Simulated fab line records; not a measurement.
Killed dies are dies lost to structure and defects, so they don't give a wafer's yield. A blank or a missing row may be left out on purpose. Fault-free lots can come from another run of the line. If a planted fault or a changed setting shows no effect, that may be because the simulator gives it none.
A lot that was struck, set against a sound lot / flow n5Finfet / 41 steps out of a route of 1938
Sound: these wafers, L613.1, L613.2, L613.5. Struck: wafers L627.3, L627.4, L627.5. The cause is named last.
Order at every step that has rows: each side's tool, ch and its chambers, its first start. Under that, the readings that differ: sound wafers / struck wafers / difference of the means / sigmas: that difference in standard deviations of wafers without a fault.
alike: readings whose means differ by less than 2 such deviations, and words and numbers that are the same on both sides. not compared: withheld readings, readings that some wafer has no value for, bounds like >300 that may hide the same value, and numbers for which the record gives no deviation and whose values overlap.
Wherever a step has rows on one side only, a row that says differs or no value, or a row with sigmas, the two part there. Numbers that don't overlap but have no deviation are shown without sigmas and don't part them. Lack of a reading on every wafer of one side parts them only where that side has two or more wafers.

N5_BEOL_M3_CD_MEAS_35: target cd 18 nm, target cd y 21 nm.
  sound on cdSem-02 at day 8 03:29; struck on cdSem-03 at day 11 11:51
  alike: cdNm
then, 6 steps without rows for these wafers: N5_BEOL_M3_DEGAS_44 (time 60 s); N5_BEOL_M3_PRE_CLEAN_45 (time 30 s); N5_BEOL_M3_ALD_84 (deposits TaN, pulse time 2 s, purge time 3 s, co reactant purge time 2 s); N5_BEOL_M3_SURFACE_TREAT_85; N5_BEOL_M3_CVD_47 (deposits Co from CCTBA/H2, target thk 3 nm, time 223.8 s); N5_BEOL_M3_SPUTTER_48 (material Cu, target thk 4.5 nm, time 8.29 s).
N5_BEOL_M3_ANNEAL_49: time 240 s.
  sound on pvdSputter-03 at day 8 04:41; struck on pvdSputter-03 at day 11 13:02
  alike: heaterPowerW, susceptorTempC
then, 4 steps without rows for these wafers: N5_BEOL_M3_SPUTTER_79 (material Cu, target thk 4.5 nm, time 8.29 s); N5_BEOL_M3_ANNEAL_80 (time 240 s); N5_BEOL_M3_SPUTTER_81 (material Cu, target thk 4.5 nm, time 8.29 s); N5_BEOL_M3_ANNEAL_82 (time 240 s).
N5_BEOL_M3_SPUTTER_86: material Cu, target thk 4.5 nm, time 8.29 s.
  sound on pvdSputter-03 at day 8 05:16; struck on pvdSputter-03 at day 11 13:37
  alike: susceptorTempC, throttleValvePct
then, 1 step without rows for these wafers: N5_BEOL_M3_ANNEAL_87 (time 240 s).
N5_BEOL_M3_SPUTTER_88: material Cu, target thk 4.5 nm, time 8.29 s.
  sound on pvdSputter-03 at day 8 05:29; struck on pvdSputter-03 at day 11 13:50
  alike: susceptorTempC, throttleValvePct
then, 7 steps without rows for these wafers: N5_BEOL_M3_ANNEAL_89 (time 240 s); N5_BEOL_M3_SPUTTER_90 (material Cu, target thk 4.5 nm, time 8.29 s); N5_BEOL_M3_ANNEAL_91 (time 240 s); N5_BEOL_M3_SPUTTER_92 (material Cu, target thk 4.5 nm, time 8.29 s); N5_BEOL_M3_ANNEAL_93 (time 240 s); N5_BEOL_M3_SPUTTER_94 (material Cu, target thk 4.5 nm, time 8.29 s); N5_BEOL_M3_ANNEAL_95 (time 240 s).
N5_BEOL_M3_SPUTTER_96: material Cu, target thk 4.5 nm, time 8.29 s.
  sound on pvdSputter-03 at day 8 06:22; struck on pvdSputter-03 at day 11 14:43
  alike: susceptorTempC, throttleValvePct
then, 2 steps without rows for these wafers: N5_BEOL_M3_ECD_50 (material Cu, target thk 300 nm); N5_BEOL_M3_ANNEAL_51 (time 90 s).
N5_BEOL_M3_CMP_52: polishes, stops on SiOC, t overpolish 6.8 s, target thk 40 nm.
  sound on cmp-01 ch 0,2, day 8 06:55; struck on cmp-01 ch 1,3, day 11 15:13
reading=barrierFieldEndpointS (s); sound=25.0 24.4 25.1; struck=23.2 23.3 22.9; difference=-1.7; sigmas=-2
reading=motorCurrentA (A); sound=6.8 6.6 6.8; struck=6.6 5.1 4.9; difference=-1.2; sigmas=-2
  alike: clearingPlatenRpm, overpolishRunS, timeToEndpointS
then, 4 steps without rows for these wafers: N5_BEOL_M3_PRE_CLEAN_60 (time 15 s); N5_BEOL_M3_CO_CAP_55 (material Co, precursor CCTBA/H2, target thk 2 nm, time 102.1 s); N5_BEOL_M3_PRE_CLEAN_56 (time 15 s); N5_BEOL_M3_DEP_57 (deposits SiCN from 3MS/NH3, target thk 8 nm, time 14 s).
N5_BEOL_M3_RS_MEAS_58: measures by four-point-probe.
  sound on filmMetro-02 at day 8 07:31; struck on filmMetro-01 at day 11 15:47
  alike: M3_RS
then, 1 step without rows for these wafers: N5_BEOL_M4_ILD_DEP_00 (deposits SiOC from DEMS/O2, target thk 79 nm, time 15.3 s).
N5_BEOL_M4_THK_MEAS_01:
  sound on filmMetro-01 at day 8 07:40; struck on filmMetro-01 at day 11 15:55
  alike: M4_ILD_THK
N5_BEOL_M4_PECVD_72: deposits SiO2 from TEOS/O2, target thk 16 nm, time 18 s.
  sound on pecvd-03 ch 0,1, day 8 07:42; struck on pecvd-03 ch 0,1,2, day 11 15:57
  alike: heaterPowerW, showerheadPlenumPTorr, susceptorTempC, throttleValvePct
then, 6 steps without rows for these wafers: N5_BEOL_M4_HM_DEP_02 (deposits TiN, target thk 20 nm); N5_BEOL_M4_COAT_61 (time 60 s, resist thk 60 nm); N5_BEOL_M4_COAT_62 (time 60 s, resist thk 12 nm); N5_BEOL_M4_COAT_73 (time 60 s, resist thk 5 nm); N5_BEOL_M4_COAT_05 (resist thk 30 nm); N5_BEOL_M4_EBR_07.
-- record jumps: 5 days separate the struck wafers' starts on either side; left off in module BEOL_M4, taken up again in module PASSIVATION, whose first shown step is the route's number 1936 --
N5_PASSIVATION_PROBE_49:
  the record has rows for the struck wafers here (prober-02, day 16 21:34) and none for the sound ones

WHERE THEY PART
At N5_BEOL_M3_CMP_52 first; at N5_PASSIVATION_PROBE_49 last (within this record only).

WHY: what had been put in by the simulator
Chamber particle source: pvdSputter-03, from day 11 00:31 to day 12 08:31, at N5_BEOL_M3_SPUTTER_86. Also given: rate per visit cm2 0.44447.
